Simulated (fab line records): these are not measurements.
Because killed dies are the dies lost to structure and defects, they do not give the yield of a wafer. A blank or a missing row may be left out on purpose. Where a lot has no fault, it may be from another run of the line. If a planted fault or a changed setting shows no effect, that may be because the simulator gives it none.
The tool behind it: which one? -- flow n5-finfet -- 26 wafers from 9 lots sampled at 7 of the route's 1938 steps

## WHAT EACH GAUGE READ, for each wafer
N5_FIN_SAQP_THK_MEAS_05. Usual: thk-nm at 38.1 nm, with a standard deviation of 0.59.
lot,measured,on,thk-nm (nm),flag
L685,day 1 21:05,film-metro-01,37.6 37.0 37.8,
L687,day 2 09:24,film-metro-01,38.1 37.7 38.2,
L689,day 2 21:25,film-metro-01,38.4 39.0 38.5,
L691,day 3 09:36,film-metro-01,37.6 38.0 38.4,
L696,day 4 15:46,film-metro-02,37.5 37.6 37.8,
L698,day 5 05:33,film-metro-01,53.0 38.6 38.6,OFF
L701,day 5 21:36,film-metro-01,53.6 37.7 53.9,OFF
L703,day 6 10:25,film-metro-02,52.7 53.4,OFF
L708,day 7 17:28,film-metro-01,37.2 37.1 37.6,

N5_FIN_SAQP_THK_MEAS_07. Usual: thk-nm at 59.9 nm, with a standard deviation of 0.73.
lot,measured,on,thk-nm (nm),flag
L685,day 1 21:17,film-metro-01,58.5 59.4 61.0,
L687,day 2 09:36,film-metro-02,59.6 58.7 60.1,
L689,day 2 21:37,film-metro-01,60.8 61.1 61.4,
L691,day 3 09:48,film-metro-01,60.0 61.0 60.8,
L696,day 4 15:58,film-metro-01,58.7 59.3 60.0,
L698,day 5 05:46,film-metro-01,59.5 60.2 60.0,
L701,day 5 21:48,film-metro-02,60.0 59.1 60.3,
L703,day 6 10:38,film-metro-02,60.4 60.1,
L708,day 7 17:41,film-metro-01,59.8 59.4 60.1,

N5_BEOL_M4_RC_MEAS_101. Usual: DIBL_N 35.9 mV/V, standard deviation 1.8; DIBL_P 36.2 mV/V, standard deviation 2; IOFF_N 0.16 nA/um, standard deviation 0.031; IOFF_P 0.22 nA/um, standard deviation 0.041; ION_N 676 uA/um, standard deviation 11; ION_P 465 uA/um, standard deviation 8.5; SS_N 71.4 mV/dec, standard deviation 0.64; SS_P 73.2 mV/dec, standard deviation 0.7; VT_N 250 mV, standard deviation 3.5; VT_P -250 mV, standard deviation 3.9.
lot,measured,on,DIBL_N (mV/V),DIBL_P (mV/V),IOFF_N (nA/um),IOFF_P (nA/um),ION_N (uA/um),ION_P (uA/um),SS_N (mV/dec),SS_P (mV/dec),VT_N (mV),VT_P (mV),flag
L685,day 8 04:23,prober-01,35.4 36.9 35.3,35.3 37.8 34.9,0.13 0.17 0.14,0.22 0.29 0.23,672 694 674,466 484 476,71.4 71.1 70.7,72.4 73.3 73.0,255 249 252,-249 -244 -246,
L687,day 8 14:21,prober-02,36.6 33.5 35.1,35.9 32.5 35.4,0.17 0.11 0.15,0.19 0.15 0.18,673 657 676,449 450 457,71.5 70.8 71.1,73.4 71.8 72.0,250 252 250,-251 -254 -251,
L689,day 9 03:10,prober-01,36.8 36.2 34.8,36.1 35.4 34.8,0.18 0.15 0.15,0.25 0.24 0.23,681 673 678,471 474 472,72.3 71.4 71.2,73.8 74.1 73.0,249 250 249,-244 -245 -247,
L691,day 9 11:10,prober-02,36.7 38.2 37.1,36.8 39.8 37.2,0.15 0.19 0.15,0.18 0.24 0.20,670 684 666,456 464 458,70.9 71.9 70.8,73.6 73.7 73.7,252 248 251,-256 -250 -253,
L696,day 11 02:14,prober-01,36.9 35.8 37.7,35.8 34.5 36.8,0.16 0.14 0.17,0.21 0.19 0.23,675 665 680,461 453 463,72.6 71.9 71.8,73.1 73.6 73.5,249 251 249,-250 -252 -247,
L698,day 11 12:02,prober-01,32.4 33.9 32.4,33.1 34.9 33.7,0.11 0.13 0.12,0.16 0.18 0.16,660 663 674,454 459 463,70.0 71.3 70.7,72.5 72.6 72.8,254 251 251,-254 -253 -255,
L701,day 12 02:34,prober-01,35.4 35.4 34.5,33.7 35.0 33.1,0.15 0.14 0.12,0.19 0.20 0.18,669 678 658,459 468 456,71.7 72.1 71.6,72.3 72.6 72.8,248 251 254,-250 -251 -254,
L703,day 12 20:40,prober-02,34.4 35.6,33.4 35.3,0.10 0.12,0.17 0.21,648 664,455 462,69.7 70.2,73.0 73.7,256 254,-252 -249,
L708,day 14 09:07,prober-02,35.7 35.4 35.6,35.5 35.8 36.1,0.13 0.13 0.14,0.15 0.15 0.15,676 678 675,456 464 452,70.6 70.6 71.2,73.4 72.5 73.0,250 254 249,-258 -259 -256,

## TOOL THAT RAN EACH LOT (tool first, then ch and the chambers of the sampled wafers, then the start)
lot,N5_FIN_SAQP_HM_DEP_03,N5_FIN_SAQP_PECVD_48,N5_FIN_SAQP_PECVD_06,N5_FIN_SAQP_HM_OPEN_33
L685,"pecvd-04 ch 0,1, day 1 21:00","pecvd-01 ch 1,2, day 1 21:10","pecvd-01 ch 1,2, day 1 21:12","rie-diel-03 ch 1,2,3, day 2 02:22"
L687,"pecvd-02 ch 1,2, day 2 09:19","pecvd-01 ch 0,1,2, day 2 09:29","pecvd-01 ch 0,1,2, day 2 09:31","rie-diel-05 ch 2,3, day 2 13:57"
L689,"pecvd-01 ch 0,1,2, day 2 21:19","pecvd-02 ch 0,1, day 2 21:29","pecvd-02 ch 0,1, day 2 21:32","rie-diel-05 ch 1,2,3, day 3 02:15"
L691,"pecvd-04 ch 0,1, day 3 09:31","pecvd-02 ch 0,1, day 3 09:40","pecvd-02 ch 0,1, day 3 09:43","rie-diel-05 ch 0,2,3, day 3 14:02"
L696,"pecvd-02 ch 1,2, day 4 15:40","pecvd-04 ch 0,2, day 4 15:50","pecvd-04 ch 0,2, day 4 15:52","rie-diel-02 ch 2,3, day 4 21:05"
L698,"pecvd-02 ch 1,2, day 5 05:28","pecvd-01 ch 1,2, day 5 05:38","pecvd-01 ch 1,2, day 5 05:40","rie-diel-05 ch 0,1,2, day 5 12:26"
L701,"pecvd-02 ch 1,2, day 5 21:29","pecvd-04 ch 0,1,2, day 5 21:40","pecvd-04 ch 0,1,2, day 5 21:43","rie-diel-05 ch 1,3, day 6 01:57"
L703,"pecvd-02 ch 1,2, day 6 10:20","pecvd-04 ch 1, day 6 10:30","pecvd-04 ch 1, day 6 10:32","rie-diel-05 ch 0, day 6 15:49"
L708,"pecvd-04 ch 0,2, day 7 17:23","pecvd-02 ch 0,2, day 7 17:33","pecvd-02 ch 0,2, day 7 17:35","rie-diel-03 ch 2,3, day 7 22:47"
- N5_FIN_SAQP_HM_DEP_03: deposits SiNx from SiH4/NH3/N2, target thk 38 nm, time 33.6 s.
- N5_FIN_SAQP_PECVD_48: deposits SiNx from SiH4/NH3/N2, target thk 25 nm, time 22.1 s.
- N5_FIN_SAQP_PECVD_06: deposits a-Si from SiH4/He, target thk 60 nm, time 48.1 s.
- N5_FIN_SAQP_HM_OPEN_33: chemistry CH3F/O2, target SiNx, target depth 49.4 nm, time 70.6 s.

## WHAT THE TOOLS THEMSELVES READ (means of the sampled wafers that have a number; where no wafer has one, the mark that the record gives instead)
N5_FIN_SAQP_HM_DEP_03. Usual: heater-power-w 749 W, standard deviation 81; showerhead-plenum-p-Torr 5.11 Torr, standard deviation 0.063; throttle-valve-pct 39.0 %, standard deviation 1.8.
lot,tool,heater-power-w (W),showerhead-plenum-p-Torr (Torr),throttle-valve-pct (%),flag
L685,pecvd-04,666,5.19,40.1,
L687,pecvd-02,696,5.10,40.5,
L689,pecvd-01,815,5.07,38.0,
L691,pecvd-04,718,5.16,38.3,
L696,pecvd-02,652,5.07,39.8,
L698,pecvd-02,625,5.07,39.7,
L701,pecvd-02,709,5.10,40.5,
L703,pecvd-02,662,5.08,40.0,
L708,pecvd-04,776,5.13,37.4,

N5_FIN_SAQP_PECVD_48. Usual: heater-power-w 740 W, standard deviation 73; showerhead-plenum-p-Torr 5.12 Torr, standard deviation 0.063; throttle-valve-pct 39.1 %, standard deviation 1.9.
lot,tool,heater-power-w (W),showerhead-plenum-p-Torr (Torr),throttle-valve-pct (%),flag
L685,pecvd-01,842,5.06,37.4,
L687,pecvd-01,780,5.06,38.1,
L689,pecvd-02,762,5.16,41.2,
L691,pecvd-02,713,5.18,40.7,
L696,pecvd-04,756,5.14,37.3,
L698,pecvd-01,819,5.09,37.1,
L701,pecvd-04,700,5.17,39.1,
L703,pecvd-04,668,5.21,41.8,
L708,pecvd-02,760,5.14,40.1,

N5_FIN_SAQP_PECVD_06. Usual: heater-power-w 816 W, standard deviation 71; showerhead-plenum-p-Torr 5.65 Torr, standard deviation 0.045; throttle-valve-pct 17.9 %, standard deviation 0.82.
lot,tool,heater-power-w (W),showerhead-plenum-p-Torr (Torr),throttle-valve-pct (%),flag
L685,pecvd-01,806,5.61,17.3,
L687,pecvd-01,866,5.61,17.2,
L689,pecvd-02,775,5.69,18.5,
L691,pecvd-02,798,5.69,18.7,
L696,pecvd-04,828,5.66,17.1,
L698,pecvd-01,837,5.62,16.9,
L701,pecvd-04,821,5.67,17.7,
L703,pecvd-04,706,5.71,19.1,
L708,pecvd-02,793,5.67,18.3,

N5_FIN_SAQP_HM_OPEN_33. Usual: CH3F_flow_sccm 30.01 sccm, standard deviation 0.081; drypump-motor-current-A 5.8 A, standard deviation 0.45; etch-rf-on-time-s 69.4 s, standard deviation 1.6; oes_f_703_au 0.75 a.u., standard deviation 0.066; oes-product-au 0.64 a.u., standard deviation 0.06; rf-vpp-V 300 V, standard deviation 5.3; showerhead-plenum-p-Torr 2.02 Torr, standard deviation 0.07; throttle-valve-pct 16.41 %, standard deviation 0.18.
lot,tool,CH3F_flow_sccm (sccm),drypump-motor-current-A (A),etch-rf-on-time-s (s),oes_f_703_au (a.u.),oes-product-au (a.u.),rf-vpp-V (V),showerhead-plenum-p-Torr (Torr),throttle-valve-pct (%),flag
L685,rie-diel-03,30.09,5.9,67.5,0.78,0.65,290,2.00,16.24,
L687,rie-diel-05,30.02,5.8,69.5,0.70,0.61,305,2.01,16.43,
L689,rie-diel-05,29.99,5.7,70.2,0.73,0.62,302,2.05,16.53,
L691,rie-diel-05,29.96,5.9,69.7,0.73,0.61,302,2.05,16.39,
L696,rie-diel-02,29.98,5.9,69.0,0.76,0.66,305,1.96,16.45,
L698,rie-diel-05,30.02,5.5,80.5,0.72,0.60,301,2.04,16.42,OFF
L701,rie-diel-05,30.05,5.6,87.6,0.74,0.61,300,2.07,16.63,OFF
L703,rie-diel-05,30.06,5.7,97.0,0.73,0.61,300,2.07,16.27,OFF
L708,rie-diel-03,30.02,5.6,66.7,0.72,0.60,290,1.98,16.33,

## THE ANSWER, worked out from the rows above alone
Rule: a lot is off if the mean of its wafers that have a number lies more than 3 standard deviations from the usual mean. A lot without any number at a reading at which 4 lots or more have one is off too. The other lots that the step has rows for count as sound. First the gauges in route order, then the tools' own readings, where a lot's mean is used as printed above. At the first step where some lot is off, the reading lying furthest off is the one used; lots without a number count as furthest.
Off at N5_FIN_SAQP_THK_MEAS_05 (thk-nm): L698, L701, L703.
A tool fits if, at a process step before that reading, it ran every lot that is off, and no sound lot after the first of them. Not tried: the gauges at N5_FIN_SAQP_THK_MEAS_05; whatever is off there is also off at N5_FIN_SAQP_HM_OPEN_33, on other tools, and gauge error can't account for it. One fits: N5_FIN_SAQP_HM_DEP_03 on pecvd-02. A fault onset in the window from L696 (day 4 15:40, its last sound lot) to L698 (day 5 05:28, its first lot off) fits.

## WHAT HAD BEEN PUT IN BY THE SIMULATOR
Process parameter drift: pecvd-02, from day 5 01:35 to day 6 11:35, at N5_FIN_SAQP_HM_DEP_03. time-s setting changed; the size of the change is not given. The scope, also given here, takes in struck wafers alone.
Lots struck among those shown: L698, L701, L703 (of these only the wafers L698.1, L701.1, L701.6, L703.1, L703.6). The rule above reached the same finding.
